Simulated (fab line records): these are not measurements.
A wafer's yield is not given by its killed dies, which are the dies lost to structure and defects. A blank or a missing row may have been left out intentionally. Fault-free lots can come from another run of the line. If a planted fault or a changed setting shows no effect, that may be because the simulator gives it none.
fab line records	flow n5Finfet
[record] lots = 24	wafers = 72	lastDay = 19
route steps=1938 shown BEOL_M0_SAQP@690 BEOL_M0_CUTY@711 BEOL_M0@732
lots that met no fault: taken from a fault-free run of the same line
startH: hours from the record's opening day to when the first of the lot's shown wafers began	waitH: time in hours since the lot's previous step	" as in the row above	L1.1+2: a row that stands for several wafers	- no value present, or no start provided	* or withheld: withheld	< > ~ a bound
route shown NAME@n: a module of which the file shows steps, and the number in the route of the first	usual: average and standard deviation across the fault-free wafers	same: alike in all rows	chamber/n: place in a boat	sites: each site's reading	_std_site: standard deviation of those values	_edge_site: outer sites' mean less inner sites'	radiusMm: for every site, how far away it sits from the centre of the wafer	mask NAME#n: copy n	behind: the tool/chamber that last shaped the wafer	hold: reason for holding the lot/hours on hold/outcome of the hold	device: transistor that didn't switch, given as n, p or np	end of line: the route-end tests of the same wafers	a step given without rows: its recipe and nothing more	killed: at the first sort, the dies lost to defects and structure; wafer yield is something else	map: the dies of a wafer, with x for killed, . for not killed, _ for no die there
set.NAME: the setting the step ran with; set.NAME@STEP: the setting that earlier step ran with	model.NAME: the simulator's own value behind a step, which no gauge read
a sample of lots followed through the steps of the route, with each step as a table and each wafer as a row
services: a tool's chamber out of use, with start hour (startH, from the record's first day; less than 0 if before it), hours out, and reason
[[steps]]
[step N5_BEOL_M0_SAQP_OVL_MEAS_41]
[recipe] pointsPerWafer = 522
[usual] M0_CUT1_OVL = 0.1/0.62
lot.wafer	tool	chamber	startH	waitH	M0_CUT1_OVL[nm]
L074.3	overlay-01	0	111.16	0.0	0.2
L074.5	"	0	"	"	0.3
L074.6	"	0	"	"	0.9
L075.2	overlay-01	0	120.20	0.0	0.3
L075.3	"	0	"	"	-0.1
L075.5	"	0	"	"	0.2
L076.1	overlay-02	0	123.38	0.0	-0.1
L076.2	"	0	"	"	-0.2
L076.6	"	0	"	"	0.4
L078.1	overlay-01	0	133.80	0.0	-0.3
L078.3	"	0	"	"	-0.1
L078.4	"	0	"	"	-0.1
L077.1	overlay-01	0	137.72	0.1	0.4
L077.2	"	0	"	"	0.1
L077.6	"	0	"	"	0.2
L079.1	overlay-01	0	140.94	0.0	1.0
L079.3	"	0	"	"	0.2
L079.6	"	0	"	"	0.0
L080.3	overlay-01	0	151.05	0.1	0.6
L080.5	"	0	"	"	1.2
L080.6	"	0	"	"	1.2
L081.1	overlay-01	0	153.56	0.0	0.4
L081.2	"	0	"	"	0.8
L081.5	"	0	"	"	0.7
L082.1	overlay-01	0	164.26	0.0	1.0
L082.2	"	0	"	"	0.7
L082.6	"	0	"	"	1.0
L083.1	overlay-02	0	167.18	0.0	0.4
L083.2	"	0	"	"	0.2
L083.3	"	0	"	"	-0.2
L084.1	overlay-01	0	170.63	0.0	-0.9
L084.5	"	0	"	"	-0.9
L084.6	"	0	"	"	-0.4
L085.1	overlay-01	0	177.38	0.0	-0.2
L085.3	"	0	"	"	0.0
L085.6	"	0	"	"	0.1
L087.2	overlay-02	0	191.13	0.0	-0.4
L087.5	"	0	"	"	-1.0
L087.6	"	0	"	"	-0.2
L086.1	overlay-01	0	191.80	0.0	0.4
L086.3	"	0	"	"	-0.4
L086.5	"	0	"	"	-1.2
L088.3	overlay-02	0	202.73	0.0	-0.4
L088.5	"	0	"	"	-0.5
L088.6	"	0	"	"	-1.1
L089.1	overlay-01	0	207.55	0.0	0.1
L089.3	"	0	"	"	0.6
L089.6	"	0	"	"	-0.1
L090.1	overlay-02	0	213.08	0.0	0.7
L090.3	"	0	"	"	0.0
L090.5	"	0	"	"	-0.1
L091.1	overlay-01	0	215.38	0.0	-0.2
L091.4	"	0	"	"	0.1
L091.6	"	0	"	"	0.7
L092.2	overlay-01	0	218.20	0.0	0.2
L092.3	"	0	"	"	1.2
L092.6	"	0	"	"	0.9
L093.1	overlay-02	0	226.46	0.0	0.9
L093.3	"	0	"	"	0.1
L093.5	"	0	"	"	1.7
L094.1	overlay-02	0	230.35	0.0	-0.7
L094.2	"	0	"	"	-0.2
L094.5	"	0	"	"	0.4
L095.1	overlay-02	0	233.08	0.0	-0.2
L095.4	"	0	"	"	0.7
L095.6	"	0	"	"	0.2
L096.1	overlay-01	0	243.50	0.0	-0.5
L096.3	"	0	"	"	-0.3
L096.4	"	0	"	"	-0.3
L097.1	overlay-01	0	258.68	0.0	-0.2
L097.3	"	0	"	"	0.2
L097.6	"	0	"	"	0.8
[step N5_BEOL_M0_SAQP_ETCH_49]
[recipe] chemistry = CF4/O2	targetDepthA = 370	target = SiO2	pressureMtorr = 40	sourceW = 535	biasW = 49	Ar_flow_sccm = 100	cf4FlowSccm = 100	O2_flow_sccm = 10	ionEnergyEv = 100
[usual] O2_flow_sccm = 10.001/0.028	drypumpMotorCurrentA = 5.8/0.51	oesProductAu = 0.76/0.065	rfVppV = 242/3.9	showerheadPlenumPTorr = 2.21/0.069	throttleValvePct = 15.92/0.23
lot.wafer	tool	chamber	startH	waitH	O2_flow_sccm	drypumpMotorCurrentA	oesProductAu	rfHoursCounterH	rfVppV	showerheadPlenumPTorr	throttleValvePct
L074.3	rieDiel-03	1	112.11	0.3	9.999	6.1	0.74	175	247	2.28	15.99
L074.5	"	2	"	"	10.028	4.7	0.78	-	242	2.30	16.18
L074.6	"	1	"	"	10.015	6.1	0.74	-	248	2.28	15.99
L075.2	rieDiel-01	1	121.11	0.3	9.975	6.2	0.73	172	242	2.12	16.05
L075.3	"	2	"	"	10.004	5.7	0.78	146	236	2.29	15.96
L075.5	"	0	"	"	9.958	6.1	0.68	-	246	2.17	15.81
L076.1	rieDiel-01	2	124.56	0.3	10.019	5.7	0.77	148	235	2.29	15.97
L076.2	"	1	"	"	10.010	6.2	0.72	174	241	2.12	16.05
L076.6	"	2	"	"	10.041	5.7	0.78	-	235	2.29	15.99
L078.1	rieDiel-03	2	134.79	0.3	9.997	4.7	0.77	138	243	2.30	16.18
L078.3	"	1	"	"	9.991	6.1	0.74	183	246	2.28	16.00
L078.4	"	0	"	"	9.999	5.0	0.74	145	236	2.21	16.10
L077.1	rieDiel-04	2	139.35	0.3	10.007	5.2	0.70	243	241	2.18	16.08
L077.2	"	0	"	"	10.047	5.9	0.70	203	245	2.28	15.73
L077.6	"	1	"	"	9.938	6.1	0.79	-	243	2.13	16.11
L079.1	rieDiel-01	2	142.20	0.6	9.995	5.7	0.77	152	236	2.29	15.98
L079.3	"	0	"	"	10.039	6.1	0.68	245	247	2.17	15.83
L079.6	"	1	"	"	9.970	6.3	0.73	-	242	2.12	16.06
L080.3	rieDiel-04	2	152.04	0.3	9.990	5.2	0.71	247	240	2.18	16.09
L080.5	"	1	"	"	10.042	6.1	0.80	-	241	2.13	16.10
L080.6	"	2	"	"	10.017	5.2	0.71	-	241	2.18	16.10
L081.1	rieDiel-01	3	154.46	0.3	9.969	6.2	0.76	165	241	2.29	15.65
L081.2	"	1	"	"	9.978	6.3	0.71	182	242	2.11	16.07
L081.5	"	2	"	"	9.976	5.7	0.77	-	234	2.29	15.98
L082.1	rieDiel-03	2	165.16	0.3	9.964	4.7	0.76	144	241	2.30	16.22
L082.2	"	3	"	"	9.979	6.4	0.86	60	241	2.15	15.67
L082.6	"	2	"	"	9.988	4.7	0.77	-	240	2.30	16.23
L083.1	rieDiel-03	2	168.12	0.3	9.942	4.7	0.76	145	241	2.30	16.21
L083.2	"	1	"	"	9.990	6.1	0.72	192	247	2.27	16.01
L083.3	"	3	"	"	10.035	6.3	0.86	61	242	2.15	15.68
L084.1	rieDiel-01	3	171.90	0.3	10.015	6.2	0.75	170	242	2.29	15.68
L084.5	"	1	"	"	10.043	6.3	0.71	-	242	2.11	16.08
L084.6	"	2	"	"	9.978	5.7	0.76	-	236	2.28	16.01
L085.1	rieDiel-01	1	178.38	0.4	10.024	6.2	0.71	188	244	2.11	16.09
L085.3	"	2	"	"	10.054	5.7	0.76	-	234	2.28	15.98
L085.6	"	2	"	"	10.068	5.7	0.76	-	236	2.28	15.99
L087.2	rieDiel-03	0	192.03	0.3	10.017	5.0	0.73	158	237	2.20	16.11
L087.5	"	0	"	"	10.009	5.0	0.73	-	237	2.20	16.12
L087.6	"	3	"	"	9.984	6.4	0.86	-	240	2.14	15.67
L086.1	rieDiel-01	2	192.71	0.3	9.986	5.7	0.76	167	234	2.28	16.01
L086.3	"	0	"	"	10.001	6.1	0.96	2	246	2.17	15.35
L086.5	"	3	"	"	9.962	6.2	0.75	-	242	2.29	15.69
L088.3	rieDiel-03	2	203.70	0.3	9.977	4.7	0.75	152	241	2.29	16.24
L088.5	"	0	"	"	9.976	5.0	0.72	-	237	2.20	16.13
L088.6	"	3	"	"	10.031	6.3	0.85	-	241	2.14	15.69
L089.1	rieDiel-01	1	208.62	0.4	9.960	6.2	0.70	197	242	2.11	16.10
L089.3	"	2	"	"	9.962	5.7	0.76	172	236	2.28	15.99
L089.6	"	3	"	"	9.974	6.2	0.74	-	242	2.29	15.69
L090.1	rieDiel-03	3	214.01	0.3	9.995	6.3	0.84	72	241	2.14	15.71
L090.3	"	0	"	"	9.982	5.0	0.72	164	236	2.20	16.14
L090.5	"	2	"	"	9.993	4.7	0.76	-	240	2.29	16.23
L091.1	rieDiel-01	0	216.58	0.6	10.027	6.1	0.94	9	245	2.16	15.37
L091.4	"	3	"	"	9.977	6.2	0.75	178	240	2.29	15.69
L091.6	"	3	"	"	10.011	6.2	0.75	-	242	2.29	15.70
L092.2	rieDiel-01	1	219.48	0.3	10.013	6.3	0.70	200	242	2.11	16.11
L092.3	"	0	"	"	10.005	6.1	0.93	9	246	2.16	15.37
L092.6	"	0	"	"	10.030	6.1	0.93	-	247	2.16	15.36
L093.1	rieDiel-04	3	227.51	0.4	10.030	5.9	0.73	184	247	2.18	16.00
L093.3	"	1	"	"	10.048	6.1	0.77	134	241	2.12	16.15
L093.5	"	2	"	"	10.021	5.3	0.92	-	241	2.17	15.64
L094.1	rieDiel-04	1	231.27	0.3	9.997	6.1	0.77	135	243	2.12	16.15
L094.2	"	2	"	"	10.024	5.2	0.93	11	241	2.17	15.62
L094.5	"	1	"	"	10.004	6.1	0.78	-	242	2.12	16.15
L095.1	rieDiel-03	0	233.99	0.3	10.025	5.0	0.71	169	238	2.20	16.14
L095.4	"	1	"	"	10.026	6.1	0.71	209	247	2.27	16.05
L095.6	"	1	"	"	10.036	6.1	0.72	-	245	2.27	16.05
L096.1	rieDiel-04	3	245.21	0.4	9.940	6.0	0.72	189	245	2.18	16.00
L096.3	"	1	"	"	9.992	6.1	0.76	139	243	2.12	16.17
L096.4	"	2	"	"	9.993	5.3	0.91	15	240	2.17	15.64
L097.1	rieDiel-01	1	259.66	0.3	9.964	6.2	0.69	212	243	2.10	16.12
L097.3	"	2	"	"	10.017	5.7	0.74	188	234	2.27	16.04
L097.6	"	1	"	"	9.983	6.3	0.70	-	243	2.10	16.13
[step N5_BEOL_M0_CUTY_DESCUM_61]
[recipe] chemistry = O2	timeS = 7.9	sourcePowerW = 50	biasPowerW = 20	pressureMtorr = 20	rfFrequencyHz = 2.712e+07	tempC = 40	resist = CAR-ArF-block	o2FlowSccm = 225
[usual] biasPowerW = 20.01/0.058	drypumpMotorCurrentA = 5.7/0.44	oesProductAu = 0.78/0.094	rfVppV = 243.5/1	showerheadPlenumPTorr = 2.11/0.042	throttleValvePct = 20.44/0.24
lot.wafer	tool	chamber	startH	waitH	biasPowerW	drypumpMotorCurrentA	oesProductAu	rfHoursCounterH	rfVppV	showerheadPlenumPTorr	throttleValvePct
L074.3	rieDiel-06	3	112.69	0.0	20.01	5.8	0.74	154	241.7	2.10	20.56
L074.5	"	0	"	"	20.01	5.8	0.93	-	243.2	2.13	20.33
L074.6	"	3	"	"	20.00	5.8	0.73	-	243.2	2.10	20.56
L075.2	rieDiel-02	0	121.69	0.0	19.89	5.2	0.70	210	245.9	2.16	20.80
L075.3	"	1	"	"	20.02	5.0	0.71	208	243.0	2.08	20.49
L075.5	"	2	"	"	19.88	5.8	0.89	-	243.9	2.14	20.34
L076.1	rieDiel-05	3	125.50	0.4	20.02	5.3	0.93	11	242.9	2.13	20.17
L076.2	"	1	"	"	19.99	5.4	0.76	153	243.8	2.08	20.58
L076.6	"	2	"	"	19.97	5.5	0.70	-	241.7	2.09	20.45
L078.1	rieDiel-06	2	135.24	0.0	20.07	6.3	0.72	191	244.1	2.07	20.43
L078.3	"	1	"	"	20.00	5.8	0.87	27	244.0	2.11	19.97
L078.4	"	0	"	"	20.03	5.8	0.93	21	243.2	2.13	20.35
L077.1	rieDiel-05	0	139.93	0.0	20.01	6.2	0.73	157	244.5	2.11	20.78
L077.2	"	1	"	"	20.03	5.4	0.75	160	243.9	2.08	20.61
L077.6	"	3	"	"	19.91	5.3	0.91	-	243.8	2.13	20.17
L079.1	rieDiel-06	1	142.99	0.2	20.04	5.7	0.87	29	243.9	2.11	20.00
L079.3	"	3	"	"	20.07	5.8	0.73	164	242.8	2.10	20.57
L079.6	"	0	"	"	20.07	5.8	0.92	-	245.0	2.13	20.38
L080.3	rieDiel-06	3	152.63	0.0	19.96	5.8	0.73	168	243.4	2.10	20.60
L080.5	"	2	"	"	20.04	6.3	0.72	-	242.7	2.06	20.41
L080.6	"	1	"	"	19.99	5.8	0.86	-	241.9	2.11	19.99
L081.1	rieDiel-05	2	155.16	0.2	19.99	5.5	0.69	211	242.8	2.08	20.46
L081.2	"	3	"	"	19.99	5.3	0.91	22	244.7	2.13	20.18
L081.5	"	2	"	"	20.08	5.5	0.68	-	243.1	2.08	20.47
L082.1	rieDiel-02	0	165.80	0.1	20.02	5.2	0.70	223	243.0	2.16	20.83
L082.2	"	3	"	"	19.94	6.4	0.95	9	245.7	2.23	20.24
L082.6	"	0	"	"	19.96	5.2	0.70	-	242.9	2.16	20.83
L083.1	rieDiel-06	2	168.58	0.0	20.02	6.3	0.72	202	243.3	2.06	20.42
L083.2	"	3	"	"	20.03	5.8	0.72	174	241.9	2.10	20.60
L083.3	"	1	"	"	19.99	5.8	0.86	37	244.2	2.11	19.99
L084.1	rieDiel-06	2	172.35	0.0	20.13	6.3	0.72	203	244.2	2.06	20.41
L084.5	"	1	"	"	19.99	5.8	0.86	-	244.3	2.11	20.01
L084.6	"	2	"	"	20.01	6.3	0.72	-	243.4	2.06	20.42
L085.1	rieDiel-02	2	179.15	0.2	19.99	5.8	0.86	45	244.5	2.13	20.38
L085.3	"	1	"	"	19.96	5.0	0.69	224	242.5	2.07	20.52
L085.6	"	2	"	"	20.02	5.8	0.86	-	242.4	2.13	20.37
L087.2	rieDiel-02	3	192.61	0.0	19.97	6.3	0.95	16	243.5	2.22	20.26
L087.5	"	3	"	"	19.94	6.4	0.94	-	244.7	2.22	20.24
L087.6	"	2	"	"	20.03	5.8	0.86	-	243.8	2.13	20.39
L086.1	rieDiel-06	0	193.42	0.2	20.01	5.8	0.89	37	243.3	2.12	20.39
L086.3	"	2	"	"	19.82	6.3	0.71	208	242.2	2.06	20.44
L086.5	"	2	"	"	20.04	6.3	0.71	-	243.3	2.06	20.45
L088.3	rieDiel-02	0	204.28	0.0	20.00	5.2	0.70	233	244.1	2.15	20.82
L088.5	"	1	"	"	19.99	5.0	0.69	-	243.1	2.07	20.54
L088.6	"	0	"	"	19.99	5.2	0.69	-	244.9	2.15	20.84
L089.1	rieDiel-05	1	209.20	0.0	19.92	5.4	0.73	181	244.0	2.07	20.63
L089.3	"	0	"	"	19.98	6.2	0.73	179	241.6	2.10	20.81
L089.6	"	2	"	"	20.00	5.5	0.67	-	242.5	2.08	20.50
L090.1	rieDiel-02	3	214.47	0.0	19.92	6.4	0.91	26	244.8	2.22	20.28
L090.3	"	0	"	"	20.05	5.2	0.69	237	243.2	2.15	20.84
L090.5	"	3	"	"	19.99	6.4	0.93	-	244.4	2.22	20.28
L091.1	rieDiel-02	0	217.28	0.3	20.03	5.2	0.69	238	245.0	2.15	20.84
L091.4	"	0	"	"	19.96	5.2	0.68	-	243.6	2.15	20.83
L091.6	"	1	"	"	19.95	4.9	0.69	-	243.5	2.07	20.55
L092.2	rieDiel-05	0	219.93	0.0	20.02	6.2	0.72	182	242.8	2.10	20.82
L092.3	"	1	"	"	19.95	5.4	0.73	184	241.0	2.07	20.62
L092.6	"	2	"	"	19.94	5.5	0.67	-	243.9	2.08	20.48
L093.1	rieDiel-05	1	227.97	0.0	19.93	5.4	0.73	187	243.6	2.07	20.63
L093.3	"	2	"	"	20.07	5.5	0.67	232	241.6	2.07	20.49
L093.5	"	3	"	"	19.95	5.3	0.86	-	244.6	2.12	20.23
L094.1	rieDiel-02	2	232.49	0.7	19.95	5.8	0.83	62	243.1	2.12	20.41
L094.2	"	3	"	"	19.92	6.4	0.90	34	244.3	2.22	20.30
L094.5	"	1	"	"	20.02	5.0	0.69	-	242.3	2.06	20.57
L095.1	rieDiel-05	0	234.75	0.3	19.96	6.2	0.71	188	242.2	2.10	20.82
L095.4	"	3	"	"	20.05	5.3	0.86	47	242.5	2.12	20.21
L095.6	"	2	"	"	20.05	5.5	0.67	-	242.3	2.07	20.52
L096.1	rieDiel-06	0	246.24	0.5	20.01	5.8	0.87	55	245.4	2.12	20.40
L096.3	"	1	"	"	20.04	5.8	0.83	59	241.9	2.10	20.03
L096.4	"	2	"	"	20.21	6.3	0.70	224	242.9	2.05	20.45
L097.1	rieDiel-05	2	260.24	0.0	20.17	5.5	0.67	244	243.3	2.07	20.51
L097.3	"	1	"	"	20.05	5.4	0.72	199	243.1	2.07	20.65
L097.6	"	3	"	"	19.94	5.3	0.85	-	243.1	2.11	20.25
[step N5_BEOL_M0_SURFACE_TREAT_137]
[recipe] gas = Ar	timeS = *	ionEnergyEv = *	ionCurrentMaCm2 = 0.5	pressureMtorr = *	arFlowSccm = 30
[usual] throttleValvePct = *
lot.wafer	tool	chamber	startH	waitH	throttleValvePct
L074.3	pvdSputter-01	-	119.90	0.1	*
L074.5	"	-	"	"	*
L074.6	"	-	"	"	*
L075.2	pvdSputter-02	-	123.89	0.4	*
L075.3	"	-	"	"	*
L075.5	"	-	"	"	*
L076.1	pvdSputter-03	-	131.92	1.5	*
L076.2	"	-	"	"	*
L076.6	"	-	"	"	*
L078.1	pvdSputter-03	-	142.18	1.8	*
L078.3	"	-	"	"	*
L078.4	"	-	"	"	*
L077.1	pvdSputter-02	-	146.23	0.2	*
L077.2	"	-	"	"	*
L077.6	"	-	"	"	*
L079.1	pvdSputter-01	-	150.03	0.4	*
L079.3	"	-	"	"	*
L079.6	"	-	"	"	*
L080.3	pvdSputter-01	-	156.31	0.1	*
L080.5	"	-	"	"	*
L080.6	"	-	"	"	*
L081.1	pvdSputter-01	-	159.39	0.2	*
L081.2	"	-	"	"	*
L081.5	"	-	"	"	*
L082.1	pvdSputter-01	-	170.30	0.1	*
L082.2	"	-	"	"	*
L082.6	"	-	"	"	*
L083.1	pvdSputter-01	-	171.22	0.1	*
L083.2	"	-	"	"	*
L083.3	"	-	"	"	*
L084.1	pvdSputter-02	-	179.98	0.1	*
L084.5	"	-	"	"	*
L084.6	"	-	"	"	*
L085.1	pvdSputter-03	-	187.21	0.2	*
L085.3	"	-	"	"	*
L085.6	"	-	"	"	*
L087.2	pvdSputter-03	-	195.22	0.2	*
L087.5	"	-	"	"	*
L087.6	"	-	"	"	*
L086.1	pvdSputter-03	-	198.79	0.2	*
L086.3	"	-	"	"	*
L086.5	"	-	"	"	*
L088.3	pvdSputter-02	-	209.12	0.1	*
L088.5	"	-	"	"	*
L088.6	"	-	"	"	*
L089.1	pvdSputter-03	-	211.75	0.1	*
L089.3	"	-	"	"	*
L089.6	"	-	"	"	*
L090.1	pvdSputter-03	-	218.79	0.2	*
L090.3	"	-	"	"	*
L090.5	"	-	"	"	*
L091.1	pvdSputter-02	-	219.18	0.2	*
L091.4	"	-	"	"	*
L091.6	"	-	"	"	*
L092.2	pvdSputter-03	-	222.36	0.1	*
L092.3	"	-	"	"	*
L092.6	"	-	"	"	*
L093.1	pvdSputter-03	-	232.02	0.1	*
L093.3	"	-	"	"	*
L093.5	"	-	"	"	*
L094.1	pvdSputter-02	-	237.83	0.1	*
L094.2	"	-	"	"	*
L094.5	"	-	"	"	*
L095.1	pvdSputter-03	-	238.73	0.2	*
L095.4	"	-	"	"	*
L095.6	"	-	"	"	*
L096.1	pvdSputter-01	-	253.51	0.4	*
L096.3	"	-	"	"	*
L096.4	"	-	"	"	*
L097.1	pvdSputter-03	-	263.56	0.2	*
L097.3	"	-	"	"	*
L097.6	"	-	"	"	*
[step N5_BEOL_M0_ANNEAL_133]
[recipe] tempC = 400	timeS = 60	ambient = vacuum
[usual] heaterPowerW = 857/92
lot.wafer	tool	chamber	startH	waitH	heaterPowerW
L074.3	pvdSputter-02	-	120.28	0.0	712
L074.5	"	-	"	"	1056
L074.6	"	-	"	"	742
L075.2	pvdSputter-03	-	124.36	0.0	898
L075.3	"	-	"	"	804
L075.5	"	-	"	"	869
L076.1	pvdSputter-01	-	132.48	0.0	936
L076.2	"	-	"	"	812
L076.6	"	-	"	"	799
L078.1	pvdSputter-03	-	142.78	0.0	772
L078.3	"	-	"	"	892
L078.4	"	-	"	"	816
L077.1	pvdSputter-03	-	148.16	0.0	776
L077.2	"	-	"	"	805
L077.6	"	-	"	"	836
L079.1	pvdSputter-03	-	151.58	0.0	820
L079.3	"	-	"	"	774
L079.6	"	-	"	"	782
L080.3	pvdSputter-01	-	156.73	0.0	919
L080.5	"	-	"	"	974
L080.6	"	-	"	"	778
L081.1	pvdSputter-03	-	160.24	0.0	877
L081.2	"	-	"	"	847
L081.5	"	-	"	"	792
L082.1	pvdSputter-02	-	170.87	0.0	721
L082.2	"	-	"	"	841
L082.6	"	-	"	"	727
L083.1	pvdSputter-01	-	171.60	0.0	961
L083.2	"	-	"	"	801
L083.3	"	-	"	"	911
L084.1	pvdSputter-02	-	182.40	0.0	750
L084.5	"	-	"	"	715
L084.6	"	-	"	"	1028
L085.1	pvdSputter-02	-	189.42	0.0	717
L085.3	"	-	"	"	866
L085.6	"	-	"	"	1050
L087.2	pvdSputter-01	-	196.70	0.0	928
L087.5	"	-	"	"	943
L087.6	"	-	"	"	988
L086.1	pvdSputter-01	-	199.86	0.0	823
L086.3	"	-	"	"	901
L086.5	"	-	"	"	778
L088.3	pvdSputter-02	-	209.60	0.0	867
L088.5	"	-	"	"	727
L088.6	"	-	"	"	837
L089.1	pvdSputter-01	-	212.78	0.0	788
L089.3	"	-	"	"	978
L089.6	"	-	"	"	903
L090.1	pvdSputter-01	-	219.15	0.0	955
L090.3	"	-	"	"	822
L090.5	"	-	"	"	922
L091.1	pvdSputter-01	-	219.59	0.0	942
L091.4	"	-	"	"	915
L091.6	"	-	"	"	970
L092.2	pvdSputter-01	-	224.47	0.0	898
L092.3	"	-	"	"	928
L092.6	"	-	"	"	903
L093.1	pvdSputter-02	-	232.38	0.0	747
L093.3	"	-	"	"	743
L093.5	"	-	"	"	727
L094.1	pvdSputter-02	-	238.23	0.0	729
L094.2	"	-	"	"	744
L094.5	"	-	"	"	823
L095.1	pvdSputter-01	-	240.53	0.0	781
L095.4	"	-	"	"	912
L095.6	"	-	"	"	915
L096.1	pvdSputter-03	-	254.04	0.0	787
L096.3	"	-	"	"	838
L096.4	"	-	"	"	778
L097.1	pvdSputter-03	-	263.98	0.0	834
L097.3	"	-	"	"	890
L097.6	"	-	"	"	817
[step N5_BEOL_M0_INSPECT_127]
[recipe] inspectInstrument = darkfield	mode = postDep
[usual] rawDefectCount = 75/27
lot.wafer	tool	chamber	startH	waitH	rawDefectCount
L074.3	defectInspect-01	-	121.52	0.0	50
L074.5	"	-	"	"	61
L074.6	"	-	"	"	61
L075.2	defectInspect-01	-	125.67	0.0	120
L075.3	"	-	"	"	73
L075.5	"	-	"	"	60
L076.1	defectInspect-01	-	133.71	0.0	60
L076.2	"	-	"	"	129
L076.6	"	-	"	"	103
L078.1	defectInspect-02	-	144.08	0.0	76
L078.3	"	-	"	"	31
L078.4	"	-	"	"	80
L077.1	defectInspect-02	-	149.39	0.0	74
L077.2	"	-	"	"	41
L077.6	"	-	"	"	32
L079.1	defectInspect-01	-	152.82	0.0	57
L079.3	"	-	"	"	72
L079.6	"	-	"	"	64
L080.3	defectInspect-01	-	157.96	0.0	66
L080.5	"	-	"	"	82
L080.6	"	-	"	"	69
L081.1	defectInspect-02	-	161.47	0.0	44
L081.2	"	-	"	"	68
L081.5	"	-	"	"	75
L082.1	defectInspect-02	-	172.53	0.0	86
L082.2	"	-	"	"	73
L082.6	"	-	"	"	81
L083.1	defectInspect-01	-	173.13	0.0	91
L083.2	"	-	"	"	74
L083.3	"	-	"	"	89
L084.1	defectInspect-02	-	183.65	0.0	114
L084.5	"	-	"	"	63
L084.6	"	-	"	"	41
L085.1	defectInspect-01	-	190.84	0.0	77
L085.3	"	-	"	"	58
L085.6	"	-	"	"	113
L087.2	defectInspect-02	-	197.98	0.0	64
L087.5	"	-	"	"	52
L087.6	"	-	"	"	57
L086.1	defectInspect-02	-	201.12	0.0	68
L086.3	"	-	"	"	120
L086.5	"	-	"	"	91
L088.3	defectInspect-02	-	210.91	0.0	26
L088.5	"	-	"	"	56
L088.6	"	-	"	"	47
L089.1	defectInspect-01	-	214.03	0.0	69
L089.3	"	-	"	"	82
L089.6	"	-	"	"	65
L090.1	defectInspect-01	-	220.57	0.0	103
L090.3	"	-	"	"	57
L090.5	"	-	"	"	101
L091.1	defectInspect-02	-	220.87	0.0	54
L091.4	"	-	"	"	39
L091.6	"	-	"	"	77
L092.2	defectInspect-02	-	225.74	0.0	65
L092.3	"	-	"	"	51
L092.6	"	-	"	"	48
L093.1	defectInspect-01	-	235.07	0.0	69
L093.3	"	-	"	"	55
L093.5	"	-	"	"	87
L094.1	defectInspect-01	-	239.57	0.0	105
L094.2	"	-	"	"	93
L094.5	"	-	"	"	57
L095.1	defectInspect-02	-	241.91	0.0	67
L095.4	"	-	"	"	55
L095.6	"	-	"	"	79
L096.1	defectInspect-02	-	255.99	0.0	147
L096.3	"	-	"	"	93
L096.4	"	-	"	"	94
L097.1	defectInspect-01	-	265.49	0.0	92
L097.3	"	-	"	"	127
L097.6	"	-	"	"	125
[[services]]
tool	chamber	startH	hours	kind
rieDiel-02	2	98.10	16.2	repair
pvdSputter-03	-	108.25	5.5	repair
rieDiel-02	3	114.42	-	clean
rieDiel-02	3	114.42	-	consumableReplace:focusRing
rieDiel-02	3	114.42	-	consumableReplace:showerhead
rieDiel-04	2	115.56	19.2	repair
rieDiel-05	3	118.81	5.5	repair
rieDiel-01	3	139.01	5.3	repair
pvdSputter-01	-	143.59	5.2	repair
rieDiel-04	2	153.49	7.9	repair
rieDiel-02	0	153.84	5.9	repair
rieDiel-03	2	154.27	4.0	repair
rieDiel-02	1	156.34	5.9	repair
rieDiel-01	0	162.16	-	clean
rieDiel-01	0	162.16	-	consumableReplace:focusRing
rieDiel-01	0	162.16	22.8	scheduledDown
rieDiel-01	0	162.16	22.8	ventCycle
rieDiel-01	3	175.59	15.8	repair
rieDiel-03	-	179.33	2.8	pm
rieDiel-02	0	190.66	4.0	repair
rieDiel-04	2	200.78	4.9	repair
rieDiel-04	0	210.17	13.3	repair
rieDiel-02	2	212.97	7.8	repair
rieDiel-02	0	233.99	1.9	repair
[[key]]
fault none
